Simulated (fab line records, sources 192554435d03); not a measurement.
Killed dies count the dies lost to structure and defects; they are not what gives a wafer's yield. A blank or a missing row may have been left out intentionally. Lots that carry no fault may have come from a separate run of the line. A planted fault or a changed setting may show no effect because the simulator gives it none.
Matching of chambers    flow n5Finfet    4 sister chambers for N5_BEOL_M13_VIA_ETCH_16 on rieDiel-01
The step etches SiOC in C4F8/O2/Ar, target depth 921.7 nm. 8 wafers are shown with their chamber, then 12 later ones without.

## WAFERS WITH THEIR CHAMBER
wafer   chamber  showerheadPlenumPTorr (Torr)  throttleValvePct (%)
L078.3  3        3.43                          24.18
L081.3  3        3.42                          24.20
L084.2  2        3.31                          24.42
L084.3  0        3.49                          24.08
L084.6  1        3.32                          24.03
L088.1  1        3.32                          24.03
L088.4  2        3.31                          24.43
L088.5  0        3.49                          24.10

## WAFERS WITHOUT THEIR CHAMBER
wafer   showerheadPlenumPTorr (Torr)  throttleValvePct (%)
L094.1  3.31                          24.03
L094.2  3.30                          24.46
L094.4  3.49                          24.11
L093.1  3.30                          24.45
L093.2  3.48                          24.11
L093.5  3.41                          24.21
L095.1  3.31                          24.04
L095.3  3.48                          24.10
L095.6  3.48                          24.12
L096.2  3.48                          24.13
L096.5  3.41                          24.23
L096.6  3.30                          24.46

## CHAMBER TAKEN BY EACH
wafer   from the rows above  in truth
L094.1  1                    1
L094.2  2                    2
L094.4  0                    0
L093.1  2                    2
L093.2  0                    0
L093.5  3                    3
L095.1  1                    1
L095.3  0                    0
L095.6  0                    0
L096.2  0                    0
L096.5  3                    3
L096.6  2                    2
Correct placement for 12 of the 12. Can't be placed from these rows: 0. Number placed wrongly: 0.
How it was worked out, from the rows above alone: a wafer's distance from a chamber is the root of the sum, over the readings, of the square of ((its reading less the chamber's mean) divided by the reading's scatter). The wafer belongs to the nearest chamber; if the next one is less than 2 further off, it can't be placed. For every chamber, the mean is computed from those of its wafers that are shown. The scatter is the square root of a quotient: the sum, over the shown wafers, of each reading's squared deviation from its chamber's mean, divided by wafers minus chambers.
